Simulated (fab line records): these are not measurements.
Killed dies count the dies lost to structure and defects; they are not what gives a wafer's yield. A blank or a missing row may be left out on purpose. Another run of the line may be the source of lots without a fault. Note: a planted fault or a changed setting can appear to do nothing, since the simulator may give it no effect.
Which tool is to blame?    flow nand-harc    at 1 step of a route of 1302, 14 lots with 42 wafers sampled

WHAT EACH GAUGE READ, for each wafer
NHARC_A_CONTACT_CD_MEAS_80.
lot   measured      on         cd-nm (nm)
L413  day 22 18:42  cd-sem-01  289.1 289.5 288.9
L412  day 22 19:19  cd-sem-02  290.6 290.0 289.9
L418  day 24 01:47  cd-sem-03  289.4 289.4 289.0
L416  day 24 12:34  cd-sem-03  289.5 289.0 289.2
L419  day 24 23:11  cd-sem-01  288.2 288.4 287.6
L420  day 25 11:54  cd-sem-02  289.8 290.1 289.6
L421  day 25 13:40  cd-sem-03  289.6 289.5 289.8
L423  day 26 08:21  cd-sem-01  290.2 289.9 290.1
L422  day 26 12:41  cd-sem-03  288.7 288.5 288.8
L427  day 28 02:32  cd-sem-01  289.4 289.8 290.4
L433  day 30 20:22  cd-sem-01  290.1 290.0 290.4
L432  day 31 00:23  cd-sem-03  289.3 289.8 289.0
L434  day 31 01:08  cd-sem-02  288.5 288.7 288.8
L435  day 31 23:39  cd-sem-01  288.9 288.8 289.3

WHICH TOOL RAN EACH LOT (tool, then ch and the chambers of the sampled wafers, then the start)
The record holds no process step before these readings.

WHAT THE TOOLS THEMSELVES READ (means of the sampled wafers that have a number; where no wafer has one, the mark that the record gives instead)
The record holds no such reading with a usual standard deviation.

THE ANSWER, worked out from the rows above alone
Rule: what is usual is taken from the lots themselves. The widest of any qualifying gaps counts: lots, ordered by their means at a reading, are off when they make up no more than a third of the lots, leave a main group of 4 or more, and stand apart from it by 3 or more times the standard deviation of that group's means. If all means in a main group match to the digits the tables above print for the reading, that group is not used. Also off: a lot with no number at a reading for which 4 or more lots have one. All remaining lots with rows at the step are treated as sound. After the gauges, taken in route order, come the tools' own readings; for these a lot's mean is taken, as printed above. At the first step where some lot is off, the reading lying furthest off is the one used; lots without a number count as furthest.
Across all readings shown, no lot is off: no conclusion can be drawn from this.

WHAT THE SIMULATOR PUT IN
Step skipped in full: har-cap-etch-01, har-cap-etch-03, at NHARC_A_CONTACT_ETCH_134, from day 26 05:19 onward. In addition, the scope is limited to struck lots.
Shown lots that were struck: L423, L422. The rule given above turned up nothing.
